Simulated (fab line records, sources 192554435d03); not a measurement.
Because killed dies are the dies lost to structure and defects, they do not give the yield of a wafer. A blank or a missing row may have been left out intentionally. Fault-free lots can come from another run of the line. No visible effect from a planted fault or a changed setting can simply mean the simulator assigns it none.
Chamber matching ; flow n5-finfet ; 4 sister chambers for N5_FIN_SAQP_DESCUM_21 on rie-diel-04
The step chemistry O2, time 7.9 s. 22 wafers are shown with their chamber, then 11 later ones without.

== WAFERS WITH THEIR CHAMBER ==
wafer;chamber;showerhead-plenum-p-Torr (Torr);drypump-motor-current-A (A);throttle-valve-pct (%)
L075.3;1;2.07;6.0;20.58
L075.4;2;2.06;5.9;20.40
L075.5;0;2.09;6.5;20.58
L077.1;0;2.09;6.5;20.61
L077.3;3;2.24;6.0;20.24
L077.5;1;2.07;6.0;20.60
L079.1;0;2.08;6.5;20.60
L079.4;3;2.24;6.0;20.24
L079.6;1;2.06;5.9;20.60
L081.1;2;2.05;5.8;20.43
L081.4;1;2.06;6.0;20.63
L081.6;0;2.08;6.5;20.60
L082.1;0;2.08;6.5;20.60
L082.4;2;2.05;5.9;20.43
L082.6;1;2.06;5.9;20.63
L084.3;2;2.05;5.8;20.43
L084.5;3;2.23;6.0;20.25
L084.6;2;2.05;5.9;20.45
L087.2;1;2.06;6.0;20.64
L087.5;3;2.23;6.0;20.27
L087.6;1;2.06;5.9;20.63
L091.4;3;2.23;6.0;20.28

SIGNATURES (averages over the wafers above)
reading;chamber 0;chamber 1;chamber 2;chamber 3;scatter within a chamber
showerhead-plenum-p-Torr;2.0840;2.0629;2.0520;2.2340;0.00507
drypump-motor-current-A;6.500;5.957;5.860;6.000;0.0402
throttle-valve-pct;20.5980;20.6157;20.4280;20.2560;0.0183
Rule: for each reading, subtract the chamber's mean from the wafer's reading, divide by that reading's scatter and square the result; add these up over the readings and take the root, which gives the wafer's distance from the chamber. The wafer belongs to the nearest chamber; if the next one is less than 2 further off, it can't be placed. The scatter: take each reading less its chamber's mean, square it, sum over the shown wafers, divide by the number of wafers less the number of chambers, and take the root.

== WAFERS MISSING THEIR CHAMBER ==
wafer;showerhead-plenum-p-Torr (Torr);drypump-motor-current-A (A);throttle-valve-pct (%)
L091.5;2.04;5.8;20.47
L091.6;2.08;6.5;20.63
L092.1;2.07;6.5;20.64
L092.4;2.04;5.8;20.46
L092.6;2.23;6.0;20.30
L094.2;2.04;5.8;20.47
L094.3;2.06;5.9;20.64
L094.4;2.07;6.5;20.64
L096.2;2.22;6.0;20.30
L096.3;2.04;5.9;20.47
L096.6;2.04;5.9;20.46

== WHICH CHAMBER EACH WENT THROUGH ==
wafer;from the rows above;in truth
L091.5;2;2
L091.6;0;0
L092.1;0;0
L092.4;2;2
L092.6;3;3
L094.2;2;2
L094.3;1;1
L094.4;0;0
L096.2;3;3
L096.3;2;2
L096.6;2;2
Correct placement for 11 of the 11. Can't be placed from these rows: 0. Wrongly placed: 0.
